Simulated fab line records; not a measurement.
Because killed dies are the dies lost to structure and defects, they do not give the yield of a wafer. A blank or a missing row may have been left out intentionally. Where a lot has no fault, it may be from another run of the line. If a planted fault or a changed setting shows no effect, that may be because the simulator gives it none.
Which of the tools did it? / flow n5 finfet / Sampling: 24 lots, 72 wafers, 4 of 1938 route steps

## WHAT EACH GAUGE READ, for each wafer
N5_BEOL_M1_THK_MEAS_53: measures by xrf.
lot=L074; measured=day 6 15:54; on=film metro-01; M1_THK (nm)=42.8 41.4 42.6
lot=L075; measured=day 6 18:10; on=film metro-01; M1_THK (nm)=40.7 41.8 40.5
lot=L076; measured=day 6 18:26; on=film metro-02; M1_THK (nm)=40.1 43.0 40.9
lot=L077; measured=day 7 06:17; on=film metro-02; M1_THK (nm)=40.7 42.9 41.6
lot=L078; measured=day 7 13:33; on=film metro-02; M1_THK (nm)=41.1 41.6 43.2
lot=L079; measured=day 7 14:05; on=film metro-02; M1_THK (nm)=41.1 43.6 40.1
lot=L080; measured=day 7 19:55; on=film metro-02; M1_THK (nm)=39.9 39.2 41.5
lot=L081; measured=day 8 03:48; on=film metro-02; M1_THK (nm)=39.3 41.6 42.5
lot=L082; measured=day 8 11:48; on=film metro-01; M1_THK (nm)=36.3 37.9 40.3
lot=L083; measured=day 8 17:53; on=film metro-01; M1_THK (nm)=37.4 39.4 40.1
lot=L084; measured=day 8 19:10; on=film metro-02; M1_THK (nm)=41.0 38.9 39.7
lot=L085; measured=day 9 11:42; on=film metro-01; M1_THK (nm)=43.3 43.4 43.6
lot=L086; measured=day 9 12:20; on=film metro-01; M1_THK (nm)=40.6 37.8 41.9
lot=L087; measured=day 9 18:11; on=film metro-02; M1_THK (nm)=36.5 38.4 38.3
lot=L088; measured=day 9 20:12; on=film metro-02; M1_THK (nm)=36.8 38.8 38.7
lot=L089; measured=day 10 04:15; on=film metro-01; M1_THK (nm)=35.9 38.6 41.1
lot=L090; measured=day 10 12:42; on=film metro-02; M1_THK (nm)=40.1 39.4 43.1
lot=L091; measured=day 10 12:01; on=film metro-02; M1_THK (nm)=38.3 38.3 39.2
lot=L093; measured=day 11 04:25; on=film metro-01; M1_THK (nm)=38.8 39.2 41.7
lot=L092; measured=day 11 16:25; on=film metro-02; M1_THK (nm)=38.8 40.5 40.8
lot=L094; measured=day 12 02:23; on=film metro-01; M1_THK (nm)=39.7 39.9 38.9
lot=L095; measured=day 12 02:53; on=film metro-02; M1_THK (nm)=36.6 38.7 42.6
lot=L096; measured=day 12 06:09; on=film metro-02; M1_THK (nm)=37.6 41.3 40.4
lot=L097; measured=day 12 12:31; on=film metro-01; M1_THK (nm)=36.2 40.3 39.3

## TOOL THAT RAN EACH LOT (tool first, then ch and the chambers of the sampled wafers, then the start)
lot=L074; N5_BEOL_M1_SPUTTER_86=pvd sputter-01, day 6 14:01; N5_BEOL_M1_ANNEAL_91=pvd sputter-01, day 6 14:32; N5_BEOL_M1_ANNEAL_51=rtp anneal-02 ch 0, day 6 15:23
lot=L075; N5_BEOL_M1_SPUTTER_86=pvd sputter-03, day 6 16:16; N5_BEOL_M1_ANNEAL_91=pvd sputter-03, day 6 16:47; N5_BEOL_M1_ANNEAL_51=rtp anneal-02 ch 0, day 6 17:37
lot=L076; N5_BEOL_M1_SPUTTER_86=pvd sputter-01, day 6 16:25; N5_BEOL_M1_ANNEAL_91=pvd sputter-01, day 6 16:56; N5_BEOL_M1_ANNEAL_51=rtp anneal-02 ch 0, day 6 17:50
lot=L077; N5_BEOL_M1_SPUTTER_86=pvd sputter-02, day 7 04:24; N5_BEOL_M1_ANNEAL_91=pvd sputter-02, day 7 04:55; N5_BEOL_M1_ANNEAL_51=rtp anneal-02 ch 0, day 7 05:44
lot=L078; N5_BEOL_M1_SPUTTER_86=pvd sputter-01, day 7 11:40; N5_BEOL_M1_ANNEAL_91=pvd sputter-01, day 7 12:11; N5_BEOL_M1_ANNEAL_51=rtp anneal-02 ch 0, day 7 13:03
lot=L079; N5_BEOL_M1_SPUTTER_86=pvd sputter-03, day 7 12:12; N5_BEOL_M1_ANNEAL_91=pvd sputter-03, day 7 12:43; N5_BEOL_M1_ANNEAL_51=rtp anneal-02 ch 0, day 7 13:30
lot=L080; N5_BEOL_M1_SPUTTER_86=pvd sputter-03, day 7 18:01; N5_BEOL_M1_ANNEAL_91=pvd sputter-03, day 7 18:32; N5_BEOL_M1_ANNEAL_51=rtp anneal-01 ch 0, day 7 19:19
lot=L081; N5_BEOL_M1_SPUTTER_86=pvd sputter-02, day 8 01:53; N5_BEOL_M1_ANNEAL_91=pvd sputter-02, day 8 02:25; N5_BEOL_M1_ANNEAL_51=rtp anneal-01 ch 0, day 8 03:14
lot=L082; N5_BEOL_M1_SPUTTER_86=pvd sputter-02, day 8 09:55; N5_BEOL_M1_ANNEAL_91=pvd sputter-02, day 8 10:26; N5_BEOL_M1_ANNEAL_51=rtp anneal-02 ch 0, day 8 11:15
lot=L083; N5_BEOL_M1_SPUTTER_86=pvd sputter-02, day 8 15:59; N5_BEOL_M1_ANNEAL_91=pvd sputter-02, day 8 16:31; N5_BEOL_M1_ANNEAL_51=rtp anneal-01 ch 0, day 8 17:17
lot=L084; N5_BEOL_M1_SPUTTER_86=pvd sputter-01, day 8 17:16; N5_BEOL_M1_ANNEAL_91=pvd sputter-01, day 8 17:47; N5_BEOL_M1_ANNEAL_51=rtp anneal-01 ch 0, day 8 18:33
lot=L085; N5_BEOL_M1_SPUTTER_86=pvd sputter-01, day 9 09:49; N5_BEOL_M1_ANNEAL_91=pvd sputter-01, day 9 10:20; N5_BEOL_M1_ANNEAL_51=rtp anneal-02 ch 0, day 9 11:14
lot=L086; N5_BEOL_M1_SPUTTER_86=pvd sputter-02, day 9 10:26; N5_BEOL_M1_ANNEAL_91=pvd sputter-02, day 9 10:58; N5_BEOL_M1_ANNEAL_51=rtp anneal-02 ch 0, day 9 11:47
lot=L087; N5_BEOL_M1_SPUTTER_86=pvd sputter-01, day 9 16:17; N5_BEOL_M1_ANNEAL_91=pvd sputter-01, day 9 16:49; N5_BEOL_M1_ANNEAL_51=rtp anneal-01 ch 0, day 9 17:35
lot=L088; N5_BEOL_M1_SPUTTER_86=pvd sputter-01, day 9 18:17; N5_BEOL_M1_ANNEAL_91=pvd sputter-01, day 9 18:49; N5_BEOL_M1_ANNEAL_51=rtp anneal-01 ch 0, day 9 19:35
lot=L089; N5_BEOL_M1_SPUTTER_86=pvd sputter-01, day 10 02:19; N5_BEOL_M1_ANNEAL_91=pvd sputter-01, day 10 02:50; N5_BEOL_M1_ANNEAL_51=rtp anneal-02 ch 0, day 10 03:40
lot=L090; N5_BEOL_M1_SPUTTER_86=pvd sputter-03, day 10 09:28; N5_BEOL_M1_ANNEAL_91=pvd sputter-03, day 10 09:59; N5_BEOL_M1_ANNEAL_51=rtp anneal-01 ch 0, day 10 10:49
lot=L091; N5_BEOL_M1_SPUTTER_86=pvd sputter-02, day 10 09:44; N5_BEOL_M1_ANNEAL_91=pvd sputter-02, day 10 10:15; N5_BEOL_M1_ANNEAL_51=rtp anneal-02 ch 0, day 10 11:07
lot=L093; N5_BEOL_M1_SPUTTER_86=pvd sputter-03, day 11 02:32; N5_BEOL_M1_ANNEAL_91=pvd sputter-03, day 11 03:03; N5_BEOL_M1_ANNEAL_51=rtp anneal-02 ch 0, day 11 03:49
lot=L092; N5_BEOL_M1_SPUTTER_86=pvd sputter-02, day 11 14:31; N5_BEOL_M1_ANNEAL_91=pvd sputter-02, day 11 15:02; N5_BEOL_M1_ANNEAL_51=rtp anneal-02 ch 0, day 11 15:52
lot=L094; N5_BEOL_M1_SPUTTER_86=pvd sputter-02, day 12 00:30; N5_BEOL_M1_ANNEAL_91=pvd sputter-02, day 12 01:01; N5_BEOL_M1_ANNEAL_51=rtp anneal-02 ch 0, day 12 01:47
lot=L095; N5_BEOL_M1_SPUTTER_86=pvd sputter-01, day 12 00:44; N5_BEOL_M1_ANNEAL_91=pvd sputter-01, day 12 01:15; N5_BEOL_M1_ANNEAL_51=rtp anneal-01 ch 0, day 12 02:13
lot=L096; N5_BEOL_M1_SPUTTER_86=pvd sputter-01, day 12 04:03; N5_BEOL_M1_ANNEAL_91=pvd sputter-01, day 12 04:34; N5_BEOL_M1_ANNEAL_51=rtp anneal-02 ch 0, day 12 05:34
lot=L097; N5_BEOL_M1_SPUTTER_86=pvd sputter-02, day 12 10:22; N5_BEOL_M1_ANNEAL_91=pvd sputter-02, day 12 10:53; N5_BEOL_M1_ANNEAL_51=rtp anneal-01 ch 0, day 12 11:45
- N5_BEOL_M1_SPUTTER_86: material Cu, target thk 4.5 nm, time 8.29 s.
- N5_BEOL_M1_ANNEAL_91: time 240 s.
- N5_BEOL_M1_ANNEAL_51: time 90 s.

## AS READ BY THE TOOLS THEMSELVES (means over the sampled wafers that have a number; for cases with no such wafer, the mark the record gives instead)
N5_BEOL_M1_SPUTTER_86.
lot=L074; tool=pvd sputter-01; throttle valve pct (%)=27.7
lot=L075; tool=pvd sputter-03; throttle valve pct (%)=31.3
lot=L076; tool=pvd sputter-01; throttle valve pct (%)=28.3
lot=L077; tool=pvd sputter-02; throttle valve pct (%)=30.5
lot=L078; tool=pvd sputter-01; throttle valve pct (%)=27.6
lot=L079; tool=pvd sputter-03; throttle valve pct (%)=31.7
lot=L080; tool=pvd sputter-03; throttle valve pct (%)=31.4
lot=L081; tool=pvd sputter-02; throttle valve pct (%)=29.8
lot=L082; tool=pvd sputter-02; throttle valve pct (%)=30.2
lot=L083; tool=pvd sputter-02; throttle valve pct (%)=29.9
lot=L084; tool=pvd sputter-01; throttle valve pct (%)=29.2
lot=L085; tool=pvd sputter-01; throttle valve pct (%)=28.5
lot=L086; tool=pvd sputter-02; throttle valve pct (%)=29.8
lot=L087; tool=pvd sputter-01; throttle valve pct (%)=28.3
lot=L088; tool=pvd sputter-01; throttle valve pct (%)=28.8
lot=L089; tool=pvd sputter-01; throttle valve pct (%)=28.8
lot=L090; tool=pvd sputter-03; throttle valve pct (%)=31.3
lot=L091; tool=pvd sputter-02; throttle valve pct (%)=30.5
lot=L093; tool=pvd sputter-03; throttle valve pct (%)=31.5
lot=L092; tool=pvd sputter-02; throttle valve pct (%)=29.8
lot=L094; tool=pvd sputter-02; throttle valve pct (%)=30.0
lot=L095; tool=pvd sputter-01; throttle valve pct (%)=29.5
lot=L096; tool=pvd sputter-01; throttle valve pct (%)=27.8
lot=L097; tool=pvd sputter-02; throttle valve pct (%)=30.1

N5_BEOL_M1_ANNEAL_91.
lot=L074; tool=pvd sputter-01; heater power w (W)=787
lot=L075; tool=pvd sputter-03; heater power w (W)=832
lot=L076; tool=pvd sputter-01; heater power w (W)=784
lot=L077; tool=pvd sputter-02; heater power w (W)=882
lot=L078; tool=pvd sputter-01; heater power w (W)=792
lot=L079; tool=pvd sputter-03; heater power w (W)=842
lot=L080; tool=pvd sputter-03; heater power w (W)=819
lot=L081; tool=pvd sputter-02; heater power w (W)=888
lot=L082; tool=pvd sputter-02; heater power w (W)=875
lot=L083; tool=pvd sputter-02; heater power w (W)=892
lot=L084; tool=pvd sputter-01; heater power w (W)=723
lot=L085; tool=pvd sputter-01; heater power w (W)=776
lot=L086; tool=pvd sputter-02; heater power w (W)=915
lot=L087; tool=pvd sputter-01; heater power w (W)=795
lot=L088; tool=pvd sputter-01; heater power w (W)=729
lot=L089; tool=pvd sputter-01; heater power w (W)=724
lot=L090; tool=pvd sputter-03; heater power w (W)=838
lot=L091; tool=pvd sputter-02; heater power w (W)=911
lot=L093; tool=pvd sputter-03; heater power w (W)=873
lot=L092; tool=pvd sputter-02; heater power w (W)=896
lot=L094; tool=pvd sputter-02; heater power w (W)=887
lot=L095; tool=pvd sputter-01; heater power w (W)=736
lot=L096; tool=pvd sputter-01; heater power w (W)=777
lot=L097; tool=pvd sputter-02; heater power w (W)=847

N5_BEOL_M1_ANNEAL_51.
lot=L074; tool=rtp anneal-02; anneal temp c (C)=225.31; wafer_temp_C_max=225.80
lot=L075; tool=rtp anneal-02; anneal temp c (C)=224.81; wafer_temp_C_max=226.05
lot=L076; tool=rtp anneal-02; anneal temp c (C)=225.17; wafer_temp_C_max=225.95
lot=L077; tool=rtp anneal-02; anneal temp c (C)=224.93; wafer_temp_C_max=226.02
lot=L078; tool=rtp anneal-02; anneal temp c (C)=225.17; wafer_temp_C_max=225.92
lot=L079; tool=rtp anneal-02; anneal temp c (C)=224.80; wafer_temp_C_max=226.23
lot=L080; tool=rtp anneal-01; anneal temp c (C)=224.98; wafer_temp_C_max=225.81
lot=L081; tool=rtp anneal-01; anneal temp c (C)=224.87; wafer_temp_C_max=226.03
lot=L082; tool=rtp anneal-02; anneal temp c (C)=225.06; wafer_temp_C_max=226.12
lot=L083; tool=rtp anneal-01; anneal temp c (C)=225.03; wafer_temp_C_max=225.86
lot=L084; tool=rtp anneal-01; anneal temp c (C)=225.00; wafer_temp_C_max=225.85
lot=L085; tool=rtp anneal-02; anneal temp c (C)=224.92; wafer_temp_C_max=225.98
lot=L086; tool=rtp anneal-02; anneal temp c (C)=225.09; wafer_temp_C_max=226.27
lot=L087; tool=rtp anneal-01; anneal temp c (C)=225.21; wafer_temp_C_max=226.30
lot=L088; tool=rtp anneal-01; anneal temp c (C)=225.03; wafer_temp_C_max=226.18
lot=L089; tool=rtp anneal-02; anneal temp c (C)=224.94; wafer_temp_C_max=226.44
lot=L090; tool=rtp anneal-01; anneal temp c (C)=224.75; wafer_temp_C_max=225.62
lot=L091; tool=rtp anneal-02; anneal temp c (C)=225.09; wafer_temp_C_max=226.10
lot=L093; tool=rtp anneal-02; anneal temp c (C)=225.13; wafer_temp_C_max=226.02
lot=L092; tool=rtp anneal-02; anneal temp c (C)=224.97; wafer_temp_C_max=226.03
lot=L094; tool=rtp anneal-02; anneal temp c (C)=224.73; wafer_temp_C_max=226.04
lot=L095; tool=rtp anneal-01; anneal temp c (C)=224.92; wafer_temp_C_max=226.10
lot=L096; tool=rtp anneal-02; anneal temp c (C)=225.10; wafer_temp_C_max=226.00
lot=L097; tool=rtp anneal-01; anneal temp c (C)=224.74; wafer_temp_C_max=225.87

## THE ANSWER, worked out from the rows above alone
Rule: what is usual is taken from the lots themselves. The widest of any qualifying gaps counts: lots, ordered by their means at a reading, are off when they make up no more than a third of the lots, leave a main group of 4 or more, and stand apart from it by 3 or more times the standard deviation of that group's means. Not used: any main group whose means are identical at the precision the tables above print for the reading. Also off: a lot with no number at a reading for which 4 or more lots have one. Where the step has rows for the other lots, those lots are counted as sound. After the gauges, taken in route order, come the tools' own readings; for these a lot's mean is taken, as printed above. At the first step where some lot is off, the reading lying furthest off is the one used; lots without a number count as furthest.
No lot is off at any reading shown: from this, nothing can be told.

## WHAT WAS PUT IN BY THE SIMULATOR
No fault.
